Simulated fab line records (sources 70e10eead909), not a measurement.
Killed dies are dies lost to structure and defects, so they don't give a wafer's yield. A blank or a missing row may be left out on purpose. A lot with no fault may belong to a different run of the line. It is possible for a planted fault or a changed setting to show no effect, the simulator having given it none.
Struck lot and sound lot, side by side / flow nand_harc / 13 out of 1159 route steps
Sound: the wafers L104.1, L104.4, L104.6. Struck: wafer L117.1. (L117.6 of the same lot was not struck and is left out.) The cause comes at the end.
At each step with rows: each side's tool, then ch and its chambers, then its first start. Under that, the readings that differ: sound wafers / struck wafers / difference of the means / sigmas: that difference in standard deviations of wafers without a fault.
alike: a reading whose means differ by less than 2 such deviations, as well as words and numbers matching on both sides. not compared: withheld readings; readings where some wafer has no value; bounds like >300 that might hide an equal value; numbers whose values overlap and for which the record gives no deviation.
A row with sigmas, a row that says differs or no value, or rows on one side alone: a step with any of these is where the two part. Non-overlapping numbers with no deviation appear without sigmas and do not part them. Lack of a reading on every wafer of one side parts them only where that side has two or more wafers.

first, 3 steps without rows for these wafers: NHARC_A_STAIRCASE_PEB_215 (peb time 130 s); NHARC_A_STAIRCASE_DEVELOP_216 (time 140 s); NHARC_A_STAIRCASE_HARDBAKE_218 (time 140 s).
NHARC_A_STAIRCASE_DESCUM_219: chemistry O2, time 3 s.
  sound on rie_diel-02 ch 0,1,3, day 12 16:49; struck on rie_diel-02 ch 0, day 15 17:18
  alike: drypump_motor_current_A, oes_product_au, rf_vpp_V, showerhead_plenum_p_Torr, throttle_valve_pct
  not compared: rf_hours_counter_h
NHARC_A_STAIRCASE_TRIM_220: chemistry O2, time 211.2 s.
  sound on rie_diel-02 ch 0,1, day 12 16:54; struck on rie_diel-02 ch 1, day 15 17:25
reading=oes_product_au (a.u.); sound=1.001 1.008 1.013; struck=0.990; difference=-0.017; sigmas=-2
  alike: drypump_motor_current_A, rf_vpp_V, showerhead_plenum_p_Torr, throttle_valve_pct
  not compared: rf_hours_counter_h
then, 2 steps without rows for these wafers: NHARC_A_STAIRCASE_ETCH_221 (etches the open film in C4F8/O2, target depth 100 nm, time 40.5 s); NHARC_A_STAIRCASE_TRIM_222 (chemistry O2, time 211.2 s).
NHARC_A_STAIRCASE_ETCH_223: etches the open film in C4F8/O2, target depth 100 nm, time 40.5 s.
  sound: rie_diel-02 ch 0,2,3; struck: rie_diel-02 ch 3
  alike: oes_product_au, rf_vpp_V, run_length_s
  not compared: rf_hours_counter_h
then, 1 step without rows for these wafers: NHARC_A_STAIRCASE_TRIM_224 (chemistry O2, time 211.2 s).
NHARC_A_STAIRCASE_ETCH_225: etches the open film in C4F8/O2, target depth 100 nm, time 40.5 s.
  sound: rie_diel-02 ch 1,3; struck: rie_diel-02 ch 2
reading=oes_product_au (a.u.); sound=0.947 0.963 0.975; struck=0.918; difference=-0.044; sigmas=-4
  alike: rf_vpp_V, run_length_s
  not compared: rf_hours_counter_h
NHARC_A_STAIRCASE_TRIM_226: chemistry O2, time 211.2 s.
  sound: rie_diel-02 ch 0,1,2; struck: rie_diel-02 ch 1
  alike: drypump_motor_current_A, oes_product_au, rf_vpp_V, showerhead_plenum_p_Torr, throttle_valve_pct
  not compared: rf_hours_counter_h
NHARC_A_STAIRCASE_ETCH_227: etches the open film in C4F8/O2, target depth 100 nm, time 40.5 s.
  sound on rie_diel-02 ch 0,1,3, day 12 17:46; struck on rie_diel-02 ch 0, day 15 18:13
reading=run_length_s (s); sound=62.1 62.3 62.2; struck=50.4; difference=-11.8; sigmas=-24
  alike: oes_product_au, rf_vpp_V
  not compared: rf_hours_counter_h
-- the record jumps here: 9 days lie between the struck wafers' starts before and after (it left off in module A_STAIRCASE and takes up again in module END, whose first step shown is number 1159 of the route) --
NHARC_END_SORT_01:
  only the struck wafers appear in the record here, on prober-02 ch 0 at day 24 14:05; the sound ones have no rows

## WHERE THEY PART
Last at NHARC_END_SORT_01 as far as this record goes, first at NHARC_A_STAIRCASE_TRIM_220.

WHY: what had been put in by the simulator
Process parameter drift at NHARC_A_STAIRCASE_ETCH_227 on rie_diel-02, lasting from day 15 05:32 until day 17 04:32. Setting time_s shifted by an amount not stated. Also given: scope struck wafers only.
